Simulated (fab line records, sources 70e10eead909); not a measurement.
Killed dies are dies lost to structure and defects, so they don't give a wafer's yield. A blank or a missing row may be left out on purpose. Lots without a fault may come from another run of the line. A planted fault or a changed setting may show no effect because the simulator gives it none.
Chamber matching | flow nand_harc | NHARC_P_GATE_ALD_36 on ald_sin-01: 4 sister chambers
The step deposits SiNx, target thk 20 nm, pulse time 60 s, ald cycles 223. 4 wafers are shown with their chamber, then 7 later ones without.

WAFERS WITH THEIR CHAMBER
wafer  | chamber | heater_power_outer_w (W)
L080.5 | 1       | 513
L083.5 | 3       | 440
L087.3 | 0       | 404
L087.4 | 2       | 564

WAFERS WITHOUT THEIR CHAMBER
wafer  | heater_power_outer_w (W)
L087.6 | 431
L090.4 | 523
L090.2 | 391
L090.5 | 506
L094.1 | 507
L094.2 | 555
L094.3 | 431

WHICH CHAMBER EACH WENT THROUGH
wafer  | from the rows above     | in truth
L087.6 | can't be placed: 3 or 0 | 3
L090.4 | 1                       | 1
L090.2 | 0                       | 0
L090.5 | 1                       | 1
L094.1 | 1                       | 1
L094.2 | 2                       | 2
L094.3 | can't be placed: 3 or 0 | 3
Placed correctly: 5 of 7. Can't be placed from these rows: 2 (the true chamber is among the candidates in 2). Placed wrongly: 0.
How it was worked out, from the rows above alone: a wafer's distance from a chamber is the root of the sum, over the readings, of the square of ((its reading less the chamber's mean) divided by the reading's scatter). The wafer belongs to the nearest chamber; if the next one is less than 2 further off, it can't be placed. A chamber's mean is the mean of its shown wafers. The scatter: with one shown wafer a chamber, the root of the mean of the squares of how far each hidden wafer lies from its nearest shown one.
